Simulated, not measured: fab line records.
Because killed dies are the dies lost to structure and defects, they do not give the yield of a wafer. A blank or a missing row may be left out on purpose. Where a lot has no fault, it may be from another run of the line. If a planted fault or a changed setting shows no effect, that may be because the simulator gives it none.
The tool behind it: which one? / flow nandHarc / at 1 step of a route of 1159, 24 lots with 72 wafers sampled

WHAT THE GAUGES READ, wafer by wafer
NHARC_P_GATE_CD_MEAS_59: the cd target is 720 nm. Usual: cdNm 720.2 nm, standard deviation 1.4.
lot=L074; measured=day 5 01:57; on=cdSem-01; cdNm (nm)=722.4 720.2 721.7; flag=
lot=L075; measured=day 5 11:09; on=cdSem-03; cdNm (nm)=719.3 718.1 719.5; flag=
lot=L076; measured=day 5 19:13; on=cdSem-01; cdNm (nm)=718.0 717.9 719.7; flag=
lot=L077; measured=day 5 20:05; on=cdSem-02; cdNm (nm)=720.2 720.0 719.9; flag=
lot=L079; measured=day 6 08:14; on=cdSem-03; cdNm (nm)=718.9 722.5 719.7; flag=
lot=L078; measured=day 6 09:07; on=cdSem-03; cdNm (nm)=718.1 719.4 718.5; flag=
lot=L080; measured=day 6 19:16; on=cdSem-02; cdNm (nm)=717.7 719.0 718.8; flag=
lot=L081; measured=day 6 19:50; on=cdSem-03; cdNm (nm)=719.6 721.8 719.3; flag=
lot=L082; measured=day 7 06:52; on=cdSem-03; cdNm (nm)=720.2 717.0 717.2; flag=
lot=L083; measured=day 7 07:35; on=cdSem-03; cdNm (nm)=719.3 720.4 720.2; flag=
lot=L085; measured=day 7 20:03; on=cdSem-01; cdNm (nm)=719.6 720.6 720.5; flag=
lot=L084; measured=day 7 20:20; on=cdSem-03; cdNm (nm)=721.4 723.3 719.8; flag=
lot=L086; measured=day 8 12:29; on=cdSem-03; cdNm (nm)=719.6 723.3 722.4; flag=
lot=L087; measured=day 8 13:26; on=cdSem-03; cdNm (nm)=718.4 719.0 719.9; flag=
lot=L088; measured=day 8 19:19; on=cdSem-01; cdNm (nm)=719.2 720.4 721.0; flag=
lot=L089; measured=day 8 23:29; on=cdSem-03; cdNm (nm)=719.8 720.6 721.0; flag=
lot=L090; measured=day 9 00:00; on=cdSem-02; cdNm (nm)=721.2 722.3 719.4; flag=
lot=L091; measured=day 9 12:17; on=cdSem-02; cdNm (nm)=720.1 722.8 720.6; flag=
lot=L092; measured=day 9 13:02; on=cdSem-01; cdNm (nm)=722.6 721.9 720.9; flag=
lot=L093; measured=day 9 23:43; on=cdSem-03; cdNm (nm)=720.2 718.3 720.5; flag=
lot=L094; measured=day 10 01:11; on=cdSem-03; cdNm (nm)=721.0 720.6 720.9; flag=
lot=L095; measured=day 10 12:38; on=cdSem-02; cdNm (nm)=719.9 720.3 719.9; flag=
lot=L096; measured=day 10 20:58; on=cdSem-02; cdNm (nm)=719.0 717.8 723.3; flag=
lot=L097; measured=day 10 21:08; on=cdSem-02; cdNm (nm)=718.0 720.3 720.0; flag=

WHICH TOOL RAN EACH LOT (tool, then ch and the chambers of the sampled wafers, then the start)
Before these readings, the record contains no process step.

WHAT THE TOOLS THEMSELVES READ (means of the sampled wafers that have a number; where no wafer has one, the mark that the record gives instead)
The record holds no such reading with a usual standard deviation.

THE ANSWER, worked out from the rows above alone
Rule: lot off if the mean of its wafers having a number is beyond 3 standard deviations from the usual mean. Also off: a lot with no number at a reading for which 4 or more lots have one. The other lots that the step has rows for count as sound. Order of review: gauges by route order, followed by the tools' own readings, for which a lot's mean as printed above is used. The first step at which some lot is off is used, and at that step the reading that is off furthest; a lot without a number counts as furthest.
Across all readings shown, no lot is off: no conclusion can be drawn from this.

WHAT THE SIMULATOR PUT IN
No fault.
